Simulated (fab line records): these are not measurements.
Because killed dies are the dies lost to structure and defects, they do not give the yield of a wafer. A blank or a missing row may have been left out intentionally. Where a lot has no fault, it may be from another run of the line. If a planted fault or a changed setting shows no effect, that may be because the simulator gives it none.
fab line records | flow n5_finfet | part 2 of 2: steps 5 to 6 of 6
record: lots: 19 | wafers: 57 | last_day: 18
route steps=1938 shown MOL_CONTACT_COAG@528
lots with no fault: from the same line, run without faults
start_h: hours from the record's first day to the start of the lot's first wafer shown | wait_h: hours from the lot's prior step to this one | " the same as in the row above | L1.1+2: a single row standing in for several wafers | - no value, or no start given | * or withheld: withheld | < > ~ a bound
route shown NAME@n: names a module that has steps shown in the file, with the first one's number in the route | usual: average and standard deviation across the fault-free wafers | same: alike in all rows | chamber/n: place in a boat | sites: the reading at each site | _std_site: standard deviation of those values | _edge_site: mean of outer sites minus mean of inner sites | radius_mm: for every site, how far away it sits from the centre of the wafer | mask NAME#n: copy n | behind: tool/chamber where the wafer was last shaped | hold: why the lot went on hold/how many hours it stayed there/how the hold came to an end | device: the n, p or np transistor that did not switch | end of line: tests run on the same wafers once the route is complete | where a step has no rows: the recipe by itself | killed: not the wafer's yield, but the dies lost to structure and defects at the first sort | map: the dies of a wafer, with x for killed, . for not killed, _ for no die there
set.NAME: setting as actually run; set.NAME@STEP: the setting as run at that earlier step | model.NAME: the simulator's own value behind a step, which no gauge read
the route's steps for a sample of lots (tables are steps, rows are wafers)
services: a tool's chamber out of use, with start hour (start_h, from the record's first day; less than 0 if before it), hours out, and reason
== steps ==
step: N5_MOL_CONTACT_COAG_ETCH_91
recipe: chemistry: N2/H2 | target: SOC | target_depth_a: 600 | overetch_a: 210 | mask_material: SiARC | temp_c: 40 | time_s: 101.2 | ion_energy_ev: 200 | pressure_mtorr: 30 | source_w: 840 | bias_w: 150 | n2_flow_sccm: 200 | h2_flow_sccm: 200
usual: drypump_motor_current_A: 5.8/0.48 | n2_flow_sccm: 200.0/0.55 | oes_product_au: 0.68/0.067 | rf_vpp_V: 523.4/2.5 | showerhead_plenum_p_Torr: 2.53/0.085 | temp_c: 40.00/0.11 | throttle_valve_pct: 17.75/0.2
lot.wafer | tool        | chamber | start_h | wait_h | drypump_motor_current_A | n2_flow_sccm | oes_product_au | rf_hours_counter_h | rf_vpp_V | showerhead_plenum_p_Torr | temp_c | throttle_valve_pct
L074.3    | rie_diel-04 | 3       | 106.16  | 0.0    | 5.9                     | 200.5        | 0.80           | 1                  | 526.6    | 2.60                     | 40.11  | 17.59
L074.4    | "           | 0       | "       | "      | 6.6                     | 200.7        | 0.61           | 202                | 520.5    | 2.42                     | 39.90  | 17.80
L074.6    | "           | 3       | "       | "      | 5.9                     | 200.8        | 0.80           | -                  | 525.9    | 2.60                     | 39.92  | 17.59
L075.1    | rie_diel-06 | 3       | 109.49  | 0.0    | 5.4                     | 200.1        | 0.76           | 16                 | 522.3    | 2.49                     | 40.00  | 17.21
L075.2    | "           | 2       | "       | "      | 5.8                     | 199.4        | 0.59           | 240                | 522.2    | 2.51                     | 39.74  | 18.00
L075.4    | "           | 3       | "       | "      | 5.4                     | 198.8        | 0.76           | -                  | 523.0    | 2.49                     | 40.06  | 17.20
L076.2    | rie_diel-04 | 3       | 117.13  | 0.0    | 5.9                     | 201.1        | 0.79           | 5                  | 524.4    | 2.60                     | 39.92  | 17.62
L076.3    | "           | 2       | "       | "      | 5.5                     | 200.0        | 0.62           | 151                | 522.4    | 2.55                     | 40.11  | 18.02
L076.5    | "           | 3       | "       | "      | 5.8                     | 200.0        | 0.78           | -                  | 523.7    | 2.60                     | 40.09  | 17.60
L077.1    | rie_diel-06 | 0       | 121.04  | 0.0    | 5.4                     | 200.4        | 0.71           | 62                 | 527.9    | 2.68                     | 39.94  | 17.66
L077.3    | "           | 1       | "       | "      | 6.0                     | 200.4        | 0.62           | 175                | 520.5    | 2.43                     | 39.96  | 17.73
L077.5    | "           | 3       | "       | "      | 5.5                     | 198.9        | 0.75           | -                  | 522.1    | 2.49                     | 40.11  | 17.23
L078.1    | rie_diel-04 | 2       | 127.26  | 0.0    | 5.5                     | 200.2        | 0.62           | 154                | 524.4    | 2.55                     | 39.92  | 18.01
L078.3    | "           | 1       | "       | "      | 5.3                     | 200.0        | 0.71           | 51                 | 527.4    | 2.69                     | 39.86  | 17.79
L078.6    | "           | 1       | "       | "      | 5.3                     | 199.6        | 0.71           | -                  | 527.9    | 2.69                     | 39.93  | 17.78
L079.3    | rie_diel-06 | 1       | 138.10  | 0.0    | 6.0                     | 199.3        | 0.62           | 181                | 519.9    | 2.43                     | 39.85  | 17.74
L079.4    | "           | 0       | "       | "      | 5.4                     | 200.2        | 0.72           | 66                 | 526.4    | 2.68                     | 39.89  | 17.67
L079.5    | "           | 0       | "       | "      | 5.4                     | 199.6        | 0.71           | -                  | 526.5    | 2.68                     | 39.87  | 17.68
L081.2    | rie_diel-04 | 2       | 140.81  | 0.0    | 5.5                     | 200.6        | 0.62           | 160                | 523.5    | 2.55                     | 40.03  | 18.03
L081.4    | "           | 1       | "       | "      | 5.3                     | 199.8        | 0.70           | -                  | 528.2    | 2.68                     | 40.10  | 17.81
L081.6    | "           | 2       | "       | "      | 5.5                     | 199.5        | 0.62           | -                  | 523.2    | 2.55                     | 39.91  | 18.01
L082.3    | rie_diel-05 | 1       | 149.28  | 0.0    | 5.9                     | 199.6        | 0.74           | 38                 | 521.6    | 2.49                     | 39.98  | 17.78
L082.5    | "           | 3       | "       | "      | 6.6                     | 199.4        | 0.65           | -                  | 524.7    | 2.55                     | 39.98  | 17.86
L082.6    | "           | 0       | "       | "      | 6.0                     | 199.8        | 0.78           | -                  | 523.2    | 2.50                     | 40.13  | 17.74
L084.1    | rie_diel-04 | 2       | 163.67  | 0.0    | 5.5                     | 199.8        | 0.61           | 169                | 523.1    | 2.54                     | 39.73  | 18.04
L084.4    | "           | 1       | "       | "      | 5.3                     | 200.3        | 0.69           | 65                 | 528.0    | 2.68                     | 40.06  | 17.81
L084.6    | "           | 3       | "       | "      | 5.8                     | 200.3        | 0.75           | -                  | 524.0    | 2.59                     | 39.89  | 17.61
L085.2    | rie_diel-04 | 1       | 165.08  | 0.0    | 5.3                     | 199.8        | 0.69           | 66                 | 527.8    | 2.68                     | 40.09  | 17.83
L085.3    | "           | 2       | "       | "      | 5.5                     | 198.8        | 0.61           | 169                | 525.0    | 2.54                     | 39.90  | 18.04
L085.6    | "           | 3       | "       | "      | 5.9                     | 200.1        | 0.75           | -                  | 526.2    | 2.59                     | 40.04  | 17.63
L086.2    | rie_diel-04 | 3       | 174.98  | 0.0    | 5.9                     | 200.8        | 0.74           | 21                 | 525.0    | 2.59                     | 40.01  | 17.61
L086.5    | "           | 0       | "       | "      | 6.7                     | 200.3        | 0.59           | -                  | 519.4    | 2.41                     | 39.87  | 17.84
L086.6    | "           | 1       | "       | "      | 5.3                     | 200.6        | 0.70           | -                  | 527.8    | 2.68                     | 40.04  | 17.82
L087.1    | rie_diel-05 | 1       | 183.46  | 0.0    | 5.9                     | 199.9        | 0.73           | 50                 | 522.8    | 2.49                     | 40.06  | 17.77
L087.2    | "           | 2       | "       | "      | 5.1                     | 199.2        | 0.77           | 12                 | 523.0    | 2.49                     | 40.06  | 17.45
L087.6    | "           | 1       | "       | "      | 5.9                     | 199.7        | 0.73           | -                  | 523.2    | 2.49                     | 40.20  | 17.77
L088.4    | rie_diel-06 | 3       | 187.80  | 0.0    | 5.4                     | 200.0        | 0.71           | 44                 | 521.9    | 2.48                     | 39.83  | 17.27
L088.5    | "           | 2       | "       | "      | 5.8                     | 200.2        | 0.76           | -                  | 523.5    | 2.50                     | 39.88  | 17.65
L088.6    | "           | 1       | "       | "      | 6.0                     | 199.7        | 0.60           | -                  | 520.6    | 2.42                     | 39.92  | 17.77
L089.3    | rie_diel-05 | 1       | 192.29  | 0.0    | 5.9                     | 200.5        | 0.72           | 54                 | 523.0    | 2.48                     | 39.95  | 17.79
L089.4    | "           | 3       | "       | "      | 6.7                     | 200.5        | 0.64           | 156                | 523.9    | 2.55                     | 40.03  | 17.89
L089.5    | "           | 2       | "       | "      | 5.1                     | 199.7        | 0.77           | -                  | 522.9    | 2.49                     | 39.84  | 17.48
L090.2    | rie_diel-06 | 2       | 197.77  | 0.0    | 5.8                     | 199.2        | 0.76           | 12                 | 521.6    | 2.50                     | 40.21  | 17.63
L090.3    | "           | 3       | "       | "      | 5.4                     | 200.6        | 0.71           | 48                 | 524.4    | 2.48                     | 40.10  | 17.26
L090.4    | "           | 0       | "       | "      | 5.3                     | 200.0        | 0.69           | 90                 | 526.3    | 2.67                     | 39.87  | 17.73
L093.1    | rie_diel-06 | 2       | 215.73  | 0.0    | 5.8                     | 199.2        | 0.75           | 18                 | 524.5    | 2.50                     | 40.06  | 17.67
L093.3    | "           | 3       | "       | "      | 5.4                     | 199.3        | 0.70           | 54                 | 521.6    | 2.47                     | 40.10  | 17.27
L093.4    | "           | 0       | "       | "      | 5.4                     | 200.0        | 0.68           | 96                 | 527.8    | 2.66                     | 39.97  | 17.73
L094.1    | rie_diel-04 | 1       | 223.05  | 0.0    | 5.3                     | 200.6        | 0.67           | 86                 | 528.1    | 2.67                     | 40.09  | 17.84
L094.3    | "           | 2       | "       | "      | 5.5                     | 200.1        | 0.59           | 189                | 524.0    | 2.53                     | 40.15  | 18.06
L094.4    | "           | 3       | "       | "      | 5.8                     | 199.8        | 0.71           | 39                 | 525.5    | 2.58                     | 40.00  | 17.66
L096.2    | rie_diel-06 | 1       | 232.18  | 0.0    | 6.0                     | 199.4        | 0.60           | 215                | 519.8    | 2.41                     | 39.98  | 17.81
L096.3    | "           | 0       | "       | "      | 5.4                     | 200.6        | 0.68           | 101                | 528.0    | 2.66                     | 40.13  | 17.76
L096.4    | "           | 2       | "       | "      | 5.8                     | 200.3        | 0.74           | 24                 | 521.2    | 2.50                     | 39.89  | 17.68
L097.2    | rie_diel-05 | 1       | 235.29  | 0.0    | 5.9                     | 199.6        | 0.71           | 68                 | 520.5    | 2.48                     | 40.05  | 17.81
L097.4    | "           | 3       | "       | "      | 6.6                     | 198.7        | 0.62           | 170                | 522.2    | 2.54                     | 40.11  | 17.92
L097.5    | "           | 0       | "       | "      | 6.1                     | 199.4        | 0.72           | -                  | 523.0    | 2.49                     | 40.19  | 17.78
step: N5_MOL_CONTACT_COAG_ETCH_47
recipe: chemistry: CH3F/O2 | target: SiNx | target_depth_a: 270 | mask_material: SiO2 | stop_on: W | over_etch_frac: 0.2 | ion_energy_ev: 120 | endpoint: OES-CN | pressure_mtorr: 30 | source_w: 395 | bias_w: 73 | Ar_flow_sccm: 150 | CH3F_flow_sccm: 30 | O2_flow_sccm: 20 | ends: end_point
usual: drypump_motor_current_A: 5.8/0.48 | etch_rf_on_time_s: 31.1/0.39 | oes_product_au: 0.73/0.075 | rf_vpp_V: 296.9/2.6 | showerhead_plenum_p_Torr: 1.99/0.071 | throttle_valve_pct: 16.29/0.21
lot.wafer | tool        | chamber | start_h | wait_h | drypump_motor_current_A | etch_rf_on_time_s | oes_product_au | rf_hours_counter_h | rf_vpp_V | showerhead_plenum_p_Torr | throttle_valve_pct
L074.3    | rie_diel-04 | 3       | 106.39  | 0.0    | 5.9                     | 30.6              | 0.86           | 1                  | 297.2    | 2.05                     | 16.10
L074.4    | "           | 0       | "       | "      | 6.7                     | 30.6              | 0.66           | 202                | 294.1    | 1.90                     | 16.19
L074.6    | "           | 3       | "       | "      | 5.8                     | 30.5              | 0.87           | -                  | 296.3    | 2.04                     | 16.11
L075.1    | rie_diel-06 | 3       | 109.72  | 0.0    | 5.4                     | 30.6              | 0.81           | 16                 | 295.9    | 1.97                     | 15.87
L075.2    | "           | 2       | "       | "      | 5.7                     | 31.7              | 0.62           | 240                | 297.1    | 1.97                     | 16.50
L075.4    | "           | 3       | "       | "      | 5.4                     | 31.3              | 0.81           | -                  | 295.8    | 1.97                     | 15.87
L076.2    | rie_diel-04 | 3       | 117.36  | 0.0    | 5.8                     | 30.7              | 0.85           | 5                  | 297.6    | 2.04                     | 16.11
L076.3    | "           | 2       | "       | "      | 5.5                     | 31.3              | 0.66           | 152                | 295.3    | 2.01                     | 16.62
L076.5    | "           | 3       | "       | "      | 5.8                     | 30.6              | 0.84           | -                  | 298.0    | 2.04                     | 16.12
L077.1    | rie_diel-06 | 0       | 121.27  | 0.0    | 5.3                     | 31.1              | 0.77           | 62                 | 302.4    | 2.12                     | 16.39
L077.3    | "           | 1       | "       | "      | 6.0                     | 31.5              | 0.66           | 175                | 296.4    | 1.91                     | 16.26
L077.5    | "           | 3       | "       | "      | 5.4                     | 30.8              | 0.81           | -                  | 294.1    | 1.97                     | 15.88
L078.1    | rie_diel-04 | 2       | 127.49  | 0.0    | 5.5                     | 31.6              | 0.66           | 154                | 297.6    | 2.01                     | 16.62
L078.3    | "           | 1       | "       | "      | 5.3                     | 31.0              | 0.76           | 51                 | 300.8    | 2.12                     | 16.32
L078.6    | "           | 1       | "       | "      | 5.3                     | 31.0              | 0.76           | -                  | 300.5    | 2.12                     | 16.31
L079.3    | rie_diel-06 | 1       | 138.33  | 0.0    | 6.0                     | 31.4              | 0.66           | 181                | 296.3    | 1.91                     | 16.28
L079.4    | "           | 0       | "       | "      | 5.4                     | 30.7              | 0.77           | 67                 | 302.0    | 2.12                     | 16.41
L079.5    | "           | 0       | "       | "      | 5.4                     | 30.5              | 0.77           | -                  | 300.9    | 2.12                     | 16.40
L081.2    | rie_diel-04 | 2       | 141.04  | 0.0    | 5.5                     | 30.9              | 0.67           | 160                | 295.8    | 2.01                     | 16.64
L081.4    | "           | 1       | "       | "      | 5.3                     | 30.6              | 0.76           | -                  | 300.2    | 2.12                     | 16.34
L081.6    | "           | 2       | "       | "      | 5.5                     | 31.1              | 0.67           | -                  | 294.9    | 2.01                     | 16.63
L082.3    | rie_diel-05 | 1       | 149.51  | 0.0    | 5.9                     | 31.3              | 0.80           | 38                 | 298.2    | 1.95                     | 16.26
L082.5    | "           | 3       | "       | "      | 6.7                     | 32.1              | 0.68           | -                  | 298.8    | 2.01                     | 16.42
L082.6    | "           | 0       | "       | "      | 6.1                     | 30.8              | 0.84           | -                  | 291.2    | 1.97                     | 16.33
L084.1    | rie_diel-04 | 2       | 163.90  | 0.0    | 5.5                     | 30.9              | 0.66           | 169                | 296.6    | 2.01                     | 16.64
L084.4    | "           | 1       | "       | "      | 5.3                     | 30.7              | 0.75           | 65                 | 300.0    | 2.11                     | 16.36
L084.6    | "           | 3       | "       | "      | 5.8                     | 30.7              | 0.81           | -                  | 296.8    | 2.04                     | 16.14
L085.2    | rie_diel-04 | 1       | 165.31  | 0.0    | 5.3                     | 30.8              | 0.74           | 66                 | 302.2    | 2.11                     | 16.35
L085.3    | "           | 2       | "       | "      | 5.5                     | 30.9              | 0.65           | 170                | 297.3    | 2.01                     | 16.64
L085.6    | "           | 3       | "       | "      | 5.8                     | 30.9              | 0.81           | -                  | 297.5    | 2.04                     | 16.14
L086.2    | rie_diel-04 | 3       | 175.21  | 0.0    | 5.9                     | 30.9              | 0.79           | 21                 | 297.6    | 2.04                     | 16.14
L086.5    | "           | 0       | "       | "      | 6.7                     | 31.5              | 0.63           | -                  | 295.7    | 1.89                     | 16.26
L086.6    | "           | 1       | "       | "      | 5.3                     | 31.3              | 0.74           | -                  | 299.8    | 2.11                     | 16.36
L087.1    | rie_diel-05 | 1       | 183.69  | 0.0    | 5.9                     | 30.7              | 0.78           | 50                 | 296.8    | 1.95                     | 16.27
L087.2    | "           | 2       | "       | "      | 5.1                     | 30.7              | 0.83           | 12                 | 298.5    | 1.96                     | 15.97
L087.6    | "           | 1       | "       | "      | 5.9                     | 30.8              | 0.79           | -                  | 295.9    | 1.95                     | 16.27
L088.4    | rie_diel-06 | 3       | 188.03  | 0.0    | 5.4                     | 30.8              | 0.76           | 44                 | 296.0    | 1.96                     | 15.92
L088.5    | "           | 2       | "       | "      | 5.8                     | 30.5              | 0.83           | -                  | 294.7    | 1.97                     | 16.08
L088.6    | "           | 1       | "       | "      | 6.0                     | 31.5              | 0.64           | -                  | 296.9    | 1.90                     | 16.34
L089.3    | rie_diel-05 | 1       | 192.52  | 0.0    | 5.9                     | 31.2              | 0.77           | 54                 | 296.9    | 1.95                     | 16.29
L089.4    | "           | 3       | "       | "      | 6.7                     | 31.7              | 0.67           | 156                | 297.9    | 2.01                     | 16.46
L089.5    | "           | 2       | "       | "      | 5.1                     | 31.5              | 0.81           | -                  | 298.7    | 1.96                     | 16.00
L090.2    | rie_diel-06 | 2       | 198.00  | 0.0    | 5.8                     | 30.4              | 0.82           | 12                 | 294.5    | 1.96                     | 16.11
L090.3    | "           | 3       | "       | "      | 5.4                     | 30.6              | 0.76           | 48                 | 295.6    | 1.96                     | 15.91
L090.4    | "           | 0       | "       | "      | 5.4                     | 30.6              | 0.74           | 90                 | 301.7    | 2.11                     | 16.46
L093.1    | rie_diel-06 | 2       | 215.96  | 0.0    | 5.7                     | 30.9              | 0.80           | 18                 | 294.5    | 1.96                     | 16.11
L093.3    | "           | 3       | "       | "      | 5.4                     | 30.8              | 0.75           | 54                 | 295.2    | 1.96                     | 15.95
L093.4    | "           | 0       | "       | "      | 5.3                     | 31.0              | 0.73           | 96                 | 300.9    | 2.11                     | 16.46
L094.1    | rie_diel-04 | 1       | 223.28  | 0.0    | 5.3                     | 31.0              | 0.72           | 86                 | 300.7    | 2.11                     | 16.40
L094.3    | "           | 2       | "       | "      | 5.5                     | 31.4              | 0.64           | 190                | 297.1    | 2.00                     | 16.67
L094.4    | "           | 3       | "       | "      | 5.8                     | 30.8              | 0.77           | 39                 | 296.0    | 2.03                     | 16.17
L096.2    | rie_diel-06 | 1       | 232.41  | 0.0    | 5.9                     | 32.0              | 0.63           | 215                | 295.6    | 1.90                     | 16.34
L096.3    | "           | 0       | "       | "      | 5.3                     | 31.5              | 0.72           | 101                | 301.1    | 2.11                     | 16.48
L096.4    | "           | 2       | "       | "      | 5.8                     | 31.5              | 0.79           | 24                 | 294.9    | 1.96                     | 16.12
L097.2    | rie_diel-05 | 1       | 235.52  | 0.0    | 5.9                     | 31.2              | 0.75           | 68                 | 297.3    | 1.94                     | 16.33
L097.4    | "           | 3       | "       | "      | 6.7                     | 31.7              | 0.66           | 170                | 298.0    | 2.00                     | 16.47
L097.5    | "           | 0       | "       | "      | 6.1                     | 30.9              | 0.77           | -                  | 290.6    | 1.96                     | 16.36
== services ==
tool        | chamber | start_h | hours | kind
ald_sin-02  | -       | 67.02   | 28.1  | pm
ald_sin-04  | -       | 70.00   | 6.0   | pm
rie_diel-05 | -       | 74.63   | 28.1  | pm
rie_diel-04 | 1       | 78.33   | 10.2  | repair
ald_sin-02  | -       | 95.12   | 14.0  | pm
rie_diel-06 | 0       | 103.79  | 6.8   | repair
ald_sin-03  | 1       | 106.27  | 6.0   | repair
ald_sin-02  | -       | 111.00  | 0.6   | repair
ald_sin-02  | -       | 120.21  | 6.1   | pm
rie_diel-04 | 0       | 122.85  | 9.1   | repair
ald_sin-03  | -       | 132.20  | 2.8   | pm
rie_diel-04 | 3       | 134.61  | 8.3   | repair
rie_diel-06 | 2       | 140.26  | -     | clean
ald_sin-04  | 2       | 143.47  | 6.4   | repair
ald_sin-04  | 3       | 165.82  | 4.6   | repair
rie_diel-06 | 2       | 170.36  | 8.9   | repair
rie_diel-06 | 3       | 172.60  | 2.8   | repair
ald_sin-04  | -       | 176.75  | 14.0  | pm
ald_sin-02  | 0       | 179.37  | 81.3  | repair
ald_sin-02  | -       | 188.21  | 0.7   | repair
ald_sin-04  | 0       | 211.37  | 2.3   | repair
ald_sin-02  | -       | 216.19  | 3.0   | repair
rie_diel-04 | 3       | 224.03  | 4.5   | repair
rie_diel-06 | -       | 225.76  | 0.7   | repair
